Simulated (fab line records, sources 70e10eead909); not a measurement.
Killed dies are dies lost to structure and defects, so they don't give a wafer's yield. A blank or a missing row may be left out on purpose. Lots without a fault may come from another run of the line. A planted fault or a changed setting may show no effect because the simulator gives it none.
A struck lot beside a sound one | flow nand_harc | 13 steps out of a route of 1302
Sound: wafers L191.4, L191.5, L191.6. Struck: wafer L184.5. (L184.2, L184.4 of the same lot were not struck and are left out.) The cause comes at the end.
At each step with rows: each side's tool, then ch and its chambers, then its first start. Under that, the readings that differ: sound wafers | struck wafers | difference of the means | sigmas: that difference in standard deviations of wafers without a fault.
alike: readings whose means differ by less than 2 such deviations, and words and numbers that are the same on both sides. not compared: withheld readings, readings that some wafer has no value for, bounds like >300 that may hide the same value, and numbers for which the record gives no deviation and whose values overlap.
The two part at a step that has a row with sigmas, a row that says differs or no value, or rows on one side only. Numbers that don't overlap but have no deviation are shown without sigmas and don't part them. A reading that every wafer of one side lacks parts them only if that side has two wafers or more.

first, 10 steps without rows for these wafers: NHARC_A_STAIRCASE_SRD_174; NHARC_A_STAIRCASE_DEHYDRATE_01 (time 120 s); NHARC_A_STAIRCASE_HMDS_02 (time 30 s); NHARC_A_STAIRCASE_COAT_03; NHARC_A_STAIRCASE_SOFTBAKE_04 (time 170 s); NHARC_A_STAIRCASE_EBR_05; NHARC_A_STAIRCASE_EXPOSE_06 (exposes mask STAIR); NHARC_A_STAIRCASE_PEB_07 (peb time 130 s); NHARC_A_STAIRCASE_DEVELOP_08 (time 140 s); NHARC_A_STAIRCASE_HARDBAKE_10 (time 140 s).
NHARC_A_STAIRCASE_DESCUM_11: chemistry O2, time 3 s.
  sound on rie_diel-01 ch 0,1,3, day 22 11:11; struck on rie_diel-04 ch 0, day 17 22:18
  alike: drypump_motor_current_A, oes_product_au, rf_vpp_V, showerhead_plenum_p_Torr, throttle_valve_pct
  not compared: rf_hours_counter_h
NHARC_A_STAIRCASE_TRIM_12: chemistry O2, time 211.2 s.
  sound on rie_diel-01 ch 0,1,3, day 22 11:18; struck on rie_diel-04 ch 3, day 17 22:34
  reading                         | sound             | struck | difference | sigmas
  run_length_s (s)                | 232.1 231.9 232.5 | 322.2  | +90.0      | +99 or more
  showerhead_plenum_p_Torr (Torr) | 3.79 3.65 3.40    | 3.33   | -0.28      | -2
  alike: drypump_motor_current_A, oes_product_au, rf_vpp_V, throttle_valve_pct
  not compared: rf_hours_counter_h
NHARC_A_STAIRCASE_ETCH_13: etches the open film in C4F8/O2, target depth 100 nm, time 40.5 s.
  sound on rie_diel-01 ch 0,1,3; struck on rie_diel-04 ch 0
  alike: oes_product_au, rf_vpp_V
  not compared: rf_hours_counter_h

WHERE THEY PART
Only at NHARC_A_STAIRCASE_TRIM_12, within this record. Later steps at which nothing parts them and some readings are alike: NHARC_A_STAIRCASE_ETCH_13.

WHY: what the simulator had put in
Process parameter drift: rie_diel-04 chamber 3, from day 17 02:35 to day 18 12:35, at NHARC_A_STAIRCASE_TRIM_12. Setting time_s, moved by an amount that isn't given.
